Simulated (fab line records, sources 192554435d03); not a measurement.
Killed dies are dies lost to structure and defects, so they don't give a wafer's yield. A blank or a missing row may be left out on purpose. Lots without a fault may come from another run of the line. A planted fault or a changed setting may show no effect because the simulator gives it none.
Which tool did it? | flow n5_finfet | 8 lots, 24 wafers sampled, at 5 steps of a route of 1938

WHAT THE GAUGES READ, wafer by wafer
N5_BEOL_M4_RC_MEAS_101. Usual: DIBL_N 35.9 mV/V, standard deviation 1.9; DIBL_P 35.8 mV/V, standard deviation 2.4; IOFF_N 0.15 nA/um, standard deviation 0.031; IOFF_P 0.21 nA/um, standard deviation 0.037; ION_N 672 uA/um, standard deviation 13; ION_P 462 uA/um, standard deviation 8.3; SS_N 71.5 mV/dec, standard deviation 0.72; SS_P 73.2 mV/dec, standard deviation 0.67; VT_N 250 mV, standard deviation 3.4; VT_P -250 mV, standard deviation 3.4.
lot  | measured     | on        | DIBL_N (mV/V)  | DIBL_P (mV/V)  | IOFF_N (nA/um) | IOFF_P (nA/um) | ION_N (uA/um) | ION_P (uA/um) | SS_N (mV/dec)  | SS_P (mV/dec)  | VT_N (mV)   | VT_P (mV)      | flag
L429 | day 9 11:07  | prober-01 | 35.0 32.6 31.7 | 36.6 33.3 31.5 | 0.16 0.12 0.10 | 0.20 0.16 0.14 | 679 660 651   | 461 455 448   | 71.9 71.3 71.0 | 73.5 72.5 72.5 | 250 253 256 | -252 -255 -254 |
L433 | day 10 04:37 | prober-02 | 37.3 40.0 34.2 | 35.6 39.7 33.6 | 0.15 0.20 0.11 | 0.20 0.27 0.18 | 661 683 652   | 455 464 455   | 72.2 73.4 71.5 | 73.8 73.9 72.0 | 252 248 255 | -250 -249 -252 |
L434 | day 10 09:46 | prober-01 | 35.1 33.3 36.9 | 35.3 33.8 37.2 | 0.13 0.11 0.16 | 0.17 0.15 0.20 | 665 658 675   | 456 457 459   | 70.7 70.6 72.0 | 72.8 73.1 73.7 | 253 255 251 | -254 -257 -251 |
L438 | day 11 21:35 | prober-01 | 34.7 36.6 36.2 | 34.6 36.6 35.9 | 0.13 0.15 0.14 | 0.18 0.20 0.19 | 674 669 683   | 464 457 465   | 70.5 71.8 71.5 | 73.1 72.7 72.9 | 248 251 253 | -256 -250 -252 |
L439 | day 11 16:10 | prober-01 | 38.7 38.1 36.4 | 40.9 38.9 37.9 | 0.24 0.21 0.17 | 0.30 0.25 0.22 | 691 670 684   | 472 463 469   | 72.6 72.7 71.6 | 73.3 72.8 74.0 | 244 247 251 | -245 -244 -247 |
L442 | day 12 23:16 | prober-01 | 35.1 38.3 37.1 | 33.9 38.0 36.6 | 0.13 0.18 0.16 | 0.17 0.23 0.20 | 674 693 674   | 463 480 455   | 71.7 71.4 72.0 | 72.8 73.7 73.1 | 254 250 251 | -256 -249 -253 |
L443 | day 12 12:03 | prober-01 | 36.3 33.1 34.3 | 34.0 30.0 32.4 | 0.16 0.10 0.12 | 0.20 0.14 0.17 | 682 656 669   | 465 453 461   | 71.4 71.2 70.8 | 73.8 72.4 72.6 | 250 254 252 | -250 -253 -255 |
L444 | day 13 07:49 | prober-01 | 37.3 35.4 35.8 | 37.4 36.2 35.8 | 0.19 0.16 0.17 | 0.26 0.23 0.23 | 682 676 688   | 470 472 471   | 71.5 70.8 70.9 | 73.0 73.6 72.9 | 244 247 247 | -246 -248 -248 |

WHICH TOOL RAN EACH LOT (tool, then ch and the chambers of the sampled wafers, then the start)
lot  | N5_WELL_APT_DESCUM_30             | N5_PMOS_HMC_CHANNEL_EPI_EXPOSE_06 | N5_PMOS_HMC_CHANNEL_EPI_ETCH_32   | N5_PMOS_HMC_CHANNEL_EPI_HM_OPEN_15
L429 | rie_diel-06 ch 1,2,3, day 2 20:55 | arfi_scanner-01 ch 0, day 2 22:45 | rie_diel-03 ch 1,2,3, day 2 23:45 | rie_diel-03 ch 1,2,3, day 2 23:47
L433 | rie_diel-05 ch 0,1,2, day 3 21:07 | arfi_scanner-01 ch 0, day 3 23:16 | rie_diel-03 ch 0,1,2, day 3 23:31 | rie_diel-03 ch 0,1,2, day 3 23:33
L434 | rie_diel-05 ch 0,1, day 4 03:03   | arfi_scanner-01 ch 0, day 4 05:13 | rie_diel-03 ch 0,1,3, day 4 05:37 | rie_diel-03 ch 0,1,3, day 4 05:39
L438 | rie_diel-05 ch 0,3, day 5 03:47   | arfi_scanner-03 ch 0, day 5 05:49 | rie_diel-01 ch 0,3, day 5 06:11   | rie_diel-01 ch 0,3, day 5 06:14
L439 | rie_diel-04 ch 0,2,3, day 5 09:19 | arfi_scanner-02 ch 0, day 5 11:25 | rie_diel-03 ch 0,1,2, day 5 11:40 | rie_diel-03 ch 0,1,2, day 5 11:43
L442 | rie_diel-06 ch 0,1,2, day 6 03:22 | arfi_scanner-03 ch 0, day 6 05:32 | rie_diel-03 ch 2,3, day 6 05:47   | rie_diel-03 ch 2,3, day 6 05:50
L443 | rie_diel-06 ch 0,2, day 6 09:24   | arfi_scanner-02 ch 0, day 6 11:23 | rie_diel-02 ch 0,1,2, day 6 11:52 | rie_diel-02 ch 0,1,2, day 6 11:55
L444 | rie_diel-04 ch 0,3, day 6 15:43   | arfi_scanner-03 ch 0, day 6 18:19 | rie_diel-03 ch 0,1,2, day 6 18:34 | rie_diel-03 ch 0,1,2, day 6 18:36
- N5_WELL_APT_DESCUM_30: chemistry O2, time 7.9 s.
- N5_PMOS_HMC_CHANNEL_EPI_EXPOSE_06: exposes mask PMOS HMC BLK, target cd 240 nm.
- N5_PMOS_HMC_CHANNEL_EPI_ETCH_32: etches BARC in N2/H2, stops on SiO2, target depth 85.8 nm, time 50.3 s.
- N5_PMOS_HMC_CHANNEL_EPI_HM_OPEN_15: chemistry CHF3/O2, target SiO2, target depth 40.6 nm, time 20.3 s.

WHAT THE TOOLS THEMSELVES READ (means of the sampled wafers that have a number; where no wafer has one, the mark that the record gives instead)
N5_WELL_APT_DESCUM_30. Usual: chamber_pressure_mTorr 19.998 mTorr, standard deviation 0.022; drypump_motor_current_A 5.7 A, standard deviation 0.51; o2_flow_sccm 225.1 sccm, standard deviation 0.7; oes_product_au 0.76 a.u., standard deviation 0.071; rf_fwd_power_W 49.68 W, standard deviation 0.22; rf_vpp_V 242.9 V, standard deviation 1.5; showerhead_plenum_p_Torr 2.07 Torr, standard deviation 0.075; throttle_valve_pct 20.54 %, standard deviation 0.15.
lot  | tool        | chamber_pressure_mTorr (mTorr) | drypump_motor_current_A (A) | o2_flow_sccm (sccm) | oes_product_au (a.u.) | rf_fwd_power_W (W) | rf_vpp_V (V) | showerhead_plenum_p_Torr (Torr) | throttle_valve_pct (%) | flag
L429 | rie_diel-06 | 20.001                         | 5.4                         | 224.8               | 0.72                  | 49.96              | 242.6        | 2.06                            | 20.59                  |
L433 | rie_diel-05 | 20.030                         | 6.1                         | 225.0               | 0.81                  | 49.63              | 243.3        | 2.07                            | 20.52                  |
L434 | rie_diel-05 | 19.983                         | 6.0                         | 225.5               | 0.76                  | 49.60              | 241.9        | 2.03                            | 20.63                  |
L438 | rie_diel-05 | 19.997                         | 5.5                         | 225.4               | 0.77                  | 49.84              | 243.3        | 2.10                            | 20.57                  |
L439 | rie_diel-04 | 19.998                         | 5.3                         | 224.3               | 0.75                  | 49.54              | 244.7        | 2.13                            | 20.55                  |
L442 | rie_diel-06 | 20.001                         | 5.9                         | 225.0               | 0.78                  | 49.67              | 242.9        | 2.05                            | 20.48                  |
L443 | rie_diel-06 | 20.000                         | 6.2                         | 225.2               | 0.77                  | 49.97              | 243.1        | 2.09                            | 20.40                  |
L444 | rie_diel-04 | 20.001                         | 5.6                         | 225.8               | 0.75                  | 49.59              | 244.5        | 2.13                            | 20.56                  |

N5_PMOS_HMC_CHANNEL_EPI_EXPOSE_06. Usual: exposure_dose_mJ_cm2 41.15, standard deviation 0.22; stage_vel_mm_s 500.01 mm/s, standard deviation 0.27.
lot  | tool            | exposure_dose_mJ_cm2 | stage_vel_mm_s (mm/s) | flag
L429 | arfi_scanner-01 | 41.41                | 500.11                |
L433 | arfi_scanner-01 | 41.50                | 499.82                |
L434 | arfi_scanner-01 | 40.55                | 499.89                |
L438 | arfi_scanner-03 | 40.97                | 499.73                |
L439 | arfi_scanner-02 | 40.99                | 499.61                |
L442 | arfi_scanner-03 | 40.93                | 500.05                |
L443 | arfi_scanner-02 | 41.02                | 500.03                |
L444 | arfi_scanner-03 | 41.02                | 500.02                |

N5_PMOS_HMC_CHANNEL_EPI_ETCH_32. Usual: bias_w 150.0 W, standard deviation 0.43; chamber_pressure_mTorr 30.000 mTorr, standard deviation 0.029; drypump_motor_current_A 5.6 A, standard deviation 0.47; n2_flow_sccm 200.0 sccm, standard deviation 0.63; oes_product_au 0.68 a.u., standard deviation 0.053; rf_fwd_power_W 830 W, standard deviation 4; rf_vpp_V 525.1 V, standard deviation 3; showerhead_plenum_p_Torr 2.59 Torr, standard deviation 0.11; throttle_valve_pct 17.92 %, standard deviation 0.21.
lot  | tool        | bias_w (W) | chamber_pressure_mTorr (mTorr) | drypump_motor_current_A (A) | n2_flow_sccm (sccm) | oes_product_au (a.u.) | rf_fwd_power_W (W) | rf_vpp_V (V) | showerhead_plenum_p_Torr (Torr) | throttle_valve_pct (%) | flag
L429 | rie_diel-03 | 150.2      | 30.005                         | 5.8                         | 200.2               | 0.68                  | 824                | 526.9        | 2.64                            | 17.89                  |
L433 | rie_diel-03 | 149.8      | 30.011                         | 5.7                         | 200.3               | 0.65                  | 827                | 525.3        | 2.58                            | 17.92                  |
L434 | rie_diel-03 | 150.2      | 29.990                         | 5.5                         | 200.4               | 0.67                  | 829                | 525.2        | 2.59                            | 17.98                  |
L438 | rie_diel-01 | 149.7      | 30.005                         | 5.5                         | 199.9               | 0.65                  | 832                | 524.9        | 2.59                            | 18.04                  |
L439 | rie_diel-03 | 149.9      | 29.991                         | 5.6                         | 200.3               | 0.65                  | 827                | 525.5        | 2.58                            | 17.95                  |
L442 | rie_diel-03 | 150.3      | 30.002                         | 6.0                         | 200.2               | 0.67                  | 832                | 527.1        | 2.67                            | 17.89                  |
L443 | rie_diel-02 | 149.7      | 30.004                         | 5.4                         | 200.1               | 0.65                  | 833                | 520.9        | 2.44                            | 17.94                  |
L444 | rie_diel-03 | 150.0      | 29.992                         | 5.6                         | 200.4               | 0.64                  | 825                | 523.6        | 2.57                            | 17.97                  |

N5_PMOS_HMC_CHANNEL_EPI_HM_OPEN_15. Usual: bias_w 170.0 W, standard deviation 0.53; chamber_pressure_mTorr 29.99 mTorr, standard deviation 0.036; drypump_motor_current_A 5.6 A, standard deviation 0.47; oes_product_au 0.79 a.u., standard deviation 0.063; rf_fwd_power_W 644.4 W, standard deviation 2.8; rf_vpp_V 523 V, standard deviation 11; showerhead_plenum_p_Torr 2.46 Torr, standard deviation 0.093; throttle_valve_pct 18.98 %, standard deviation 0.19.
lot  | tool        | bias_w (W) | chamber_pressure_mTorr (mTorr) | drypump_motor_current_A (A) | oes_product_au (a.u.) | rf_fwd_power_W (W) | rf_vpp_V (V) | showerhead_plenum_p_Torr (Torr) | throttle_valve_pct (%) | flag
L429 | rie_diel-03 | 169.9      | 29.98                          | 5.8                         | 0.79                  | 642.7              | 527          | 2.49                            | 18.88                  |
L433 | rie_diel-03 | 169.4      | 30.00                          | 5.6                         | 0.78                  | 641.5              | 519          | 2.45                            | 18.99                  |
L434 | rie_diel-03 | 169.5      | 30.00                          | 5.5                         | 0.78                  | 644.2              | 518          | 2.46                            | 19.05                  |
L438 | rie_diel-01 | 170.2      | 29.97                          | 5.5                         | 0.77                  | 647.9              | 518          | 2.45                            | 19.11                  |
L439 | rie_diel-03 | 169.3      | 29.98                          | 5.7                         | 0.75                  | 641.6              | 518          | 2.45                            | 19.02                  |
L442 | rie_diel-03 | 170.2      | 29.99                          | 6.1                         | 0.78                  | 645.0              | 538          | 2.52                            | 18.84                  |
L443 | rie_diel-02 | 170.0      | 29.99                          | 5.4                         | 0.75                  | 646.5              | 523          | 2.32                            | 19.01                  |
L444 | rie_diel-03 | 169.8      | 29.99                          | 5.6                         | 0.74                  | 641.7              | 518          | 2.45                            | 19.02                  |

THE ANSWER, worked out from the rows above alone
Rule: a lot is off if the mean of its wafers that have a number lies more than 3 standard deviations from the usual mean. A lot without any number at a reading at which 4 lots or more have one is off too. The other lots that the step has rows for count as sound. The gauges are gone through in route order, then the tools' own readings, and for those a lot's mean is taken as printed above. The first step at which some lot is off is used, and at that step the reading that is off furthest; a lot without a number counts as furthest.
No lot is off at any reading shown: from this, nothing can be told.

WHAT THE SIMULATOR HAD PUT IN
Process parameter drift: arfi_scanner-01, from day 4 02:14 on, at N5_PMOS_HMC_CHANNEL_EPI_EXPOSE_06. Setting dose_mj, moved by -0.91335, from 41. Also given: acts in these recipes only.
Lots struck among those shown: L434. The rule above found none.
